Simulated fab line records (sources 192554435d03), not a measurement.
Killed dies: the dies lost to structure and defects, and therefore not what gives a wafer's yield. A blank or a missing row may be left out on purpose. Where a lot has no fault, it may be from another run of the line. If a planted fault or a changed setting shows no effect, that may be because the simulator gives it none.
Lot-split experiment / flow n5_finfet / 7 lots, 21 wafers read, on a route of 1938 steps

ON THE SPLIT
At N5_BEOL_M10_EXPOSE_08 (exposes mask M10), the setting dose_mj was moved away from the recipe's 53.75 on 11 of the 21 wafers read, by -7.0% to +4.2%. The other wafers ran this setting at the recipe's value.

FROM THE SPLIT TO THE READING: what the file shows between them, 15 steps
- N5_BEOL_M10_PEB_09: peb time 60 s
- N5_BEOL_M10_DEVELOP_10: develop time 30 s
- N5_BEOL_M10_CD_MEAS_11: target cd 64.1 nm
- N5_BEOL_M10_DESCUM_16: chemistry O2, time 7.9 s
- N5_BEOL_M10_ETCH_61: etches SiARC in CF4, target depth 39 nm, time 65 s
- N5_BEOL_M10_ETCH_62: etches SOC in N2/H2, target depth 110 nm, overetch 22 nm, time 165 s
- N5_BEOL_M10_STRIP_68: strips in N2/H2
- N5_BEOL_M10_STRIP_67: strips in CF4
- N5_BEOL_M10_HM_OPEN_17: chemistry Cl2/BCl3, target TiN, target depth 20 nm, overetch 6 nm
- N5_BEOL_M10_STRIP_19: strips in O2
- N5_BEOL_M10_CD_MEAS_18: pitch 140 nm, target cd 70 nm
- N5_BEOL_M10_COAT_63: time 60 s, resist thk 100 nm
- N5_BEOL_M10_COAT_64: time 60 s, resist thk 30 nm
- N5_BEOL_M10_PRECLEAN_42: cleans in residue remover, time 60 s
- N5_BEOL_M10_SRD_43: time 30 s

THE READING
Shown in nm: cd_nm at N5_BEOL_M10_CD_MEAS_35, with target cd 70 nm. On this fab line, fault-free wafers typically give 69.9 nm with a standard deviation of 0.67 nm.

wafer=L078.1; tool, chamber at the split=arfi_scanner-03, 0; dose_mj as run=55.52; against the recipe=+3.3%; cd_nm, nm=72.0; against lot-mates on the recipe=no lot-mate on the recipe
wafer=L078.4; tool, chamber at the split=arfi_scanner-03, 0; dose_mj as run=55.52; against the recipe=+3.3%; cd_nm, nm=70.9; against lot-mates on the recipe=no lot-mate on the recipe
wafer=L078.5; tool, chamber at the split=arfi_scanner-03, 0; dose_mj as run=55.52; against the recipe=+3.3%; cd_nm, nm=71.1; against lot-mates on the recipe=no lot-mate on the recipe
wafer=L081.2; tool, chamber at the split=arfi_scanner-02, 0; dose_mj as run=51.36; against the recipe=-4.4%; cd_nm, nm=66.8; against lot-mates on the recipe=-2.9
wafer=L081.3; tool, chamber at the split=arfi_scanner-02, 0; dose_mj as run=53.75; against the recipe=recipe; cd_nm, nm=69.6; against lot-mates on the recipe=-
wafer=L081.5; tool, chamber at the split=arfi_scanner-02, 0; dose_mj as run=53.75; against the recipe=recipe; cd_nm, nm=69.7; against lot-mates on the recipe=-
wafer=L080.3; tool, chamber at the split=arfi_scanner-02, 0; dose_mj as run=53.75; against the recipe=recipe; cd_nm, nm=69.5; against lot-mates on the recipe=-
wafer=L080.4; tool, chamber at the split=arfi_scanner-02, 0; dose_mj as run=53.75; against the recipe=recipe; cd_nm, nm=69.7; against lot-mates on the recipe=-
wafer=L080.6; tool, chamber at the split=arfi_scanner-02, 0; dose_mj as run=56.02; against the recipe=+4.2%; cd_nm, nm=72.0; against lot-mates on the recipe=+2.4
wafer=L088.1; tool, chamber at the split=arfi_scanner-03, 0; dose_mj as run=51.75; against the recipe=-3.7%; cd_nm, nm=69.4; against lot-mates on the recipe=no lot-mate on the recipe
wafer=L088.3; tool, chamber at the split=arfi_scanner-03, 0; dose_mj as run=51.75; against the recipe=-3.7%; cd_nm, nm=67.9; against lot-mates on the recipe=no lot-mate on the recipe
wafer=L088.5; tool, chamber at the split=arfi_scanner-03, 0; dose_mj as run=51.75; against the recipe=-3.7%; cd_nm, nm=68.8; against lot-mates on the recipe=no lot-mate on the recipe
wafer=L091.1; tool, chamber at the split=arfi_scanner-02, 0; dose_mj as run=53.75; against the recipe=recipe; cd_nm, nm=70.3; against lot-mates on the recipe=-
wafer=L091.2; tool, chamber at the split=arfi_scanner-02, 0; dose_mj as run=53.75; against the recipe=recipe; cd_nm, nm=70.3; against lot-mates on the recipe=-
wafer=L091.6; tool, chamber at the split=arfi_scanner-02, 0; dose_mj as run=53.75; against the recipe=recipe; cd_nm, nm=69.6; against lot-mates on the recipe=-
wafer=L093.1; tool, chamber at the split=arfi_scanner-03, 0; dose_mj as run=55.67; against the recipe=+3.6%; cd_nm, nm=72.1; against lot-mates on the recipe=+1.9
wafer=L093.2; tool, chamber at the split=arfi_scanner-03, 0; dose_mj as run=53.75; against the recipe=recipe; cd_nm, nm=70.2; against lot-mates on the recipe=-
wafer=L093.4; tool, chamber at the split=arfi_scanner-03, 0; dose_mj as run=55.67; against the recipe=+3.6%; cd_nm, nm=72.0; against lot-mates on the recipe=+1.8
wafer=L096.2; tool, chamber at the split=arfi_scanner-03, 0; dose_mj as run=49.98; against the recipe=-7.0%; cd_nm, nm=65.2; against lot-mates on the recipe=-4.9
wafer=L096.5; tool, chamber at the split=arfi_scanner-03, 0; dose_mj as run=53.75; against the recipe=recipe; cd_nm, nm=69.6; against lot-mates on the recipe=-
wafer=L096.6; tool, chamber at the split=arfi_scanner-03, 0; dose_mj as run=53.75; against the recipe=recipe; cd_nm, nm=70.6; against lot-mates on the recipe=-

THE FIT
A straight line over all 21 wafers: cd_nm changes by +0.529 nm for each +1% of dose_mj; r = +0.94; the points scatter about the line by 0.61 nm.
The same after taking each lot's own level away (the mean of its wafers on the recipe; 15 wafers): +0.627 nm for each +1%; r = +0.99; scatter 0.32 nm.
On that fit, the largest move of dose_mj shifts the reading by 4.4 nm.
The span of the lots' own levels, 69.60 to 70.20 nm, comes to 0.9 times the standard deviation stated above.
So the lot-to-lot level changes the slope: the two fits differ.
Check: with one of the wafers moved furthest among these (-7.0%) left out of the fit, the line predicts -4.1 nm for it against its lot-mates. It came out at -4.9 nm against them.

THE WHOLE CHAIN: every reading that the file lists as answering this split, in the file's order
step=N5_BEOL_M10_CD_MEAS_11; what it does=target cd 64.1 nm; reading=cd_nm; change (the file's fit)=+0.55 nm for each +1% of the setting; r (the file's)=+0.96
step=N5_BEOL_M10_ETCH_61; what it does=etches SiARC in CF4, target depth 39 nm, time 65 s; reading=BEOL_M10.cd_offset_nm (the simulator's own value, which no gauge read); change (the file's fit)=+0.604 nm for each +1% of the setting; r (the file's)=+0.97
step=N5_BEOL_M10_ETCH_62; what it does=etches SOC in N2/H2, target depth 110 nm, overetch 22 nm, time 165 s; reading=BEOL_M10.cd_offset_nm (the simulator's own value, which no gauge read); change (the file's fit)=+0.611 nm for each +1% of the setting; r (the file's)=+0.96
step=N5_BEOL_M10_HM_OPEN_17; what it does=chemistry Cl2/BCl3, target TiN, target depth 20 nm, overetch 6 nm; reading=BEOL_M10.cd_offset_nm (the simulator's own value, which no gauge read); change (the file's fit)=+0.622 nm for each +1% of the setting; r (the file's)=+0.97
step=N5_BEOL_M10_CD_MEAS_18; what it does=pitch 140 nm, target cd 70 nm; reading=cd_nm; change (the file's fit)=+0.588 nm for each +1% of the setting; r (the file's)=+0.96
step=N5_BEOL_M10_CD_MEAS_35; what it does=target cd 70 nm; reading=cd_nm; change (the file's fit)=+0.641 nm for each +1% of the setting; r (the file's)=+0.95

FILE'S OWN FIT
cd_nm changes by +0.641 nm for each +1% of dose_mj, r = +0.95.
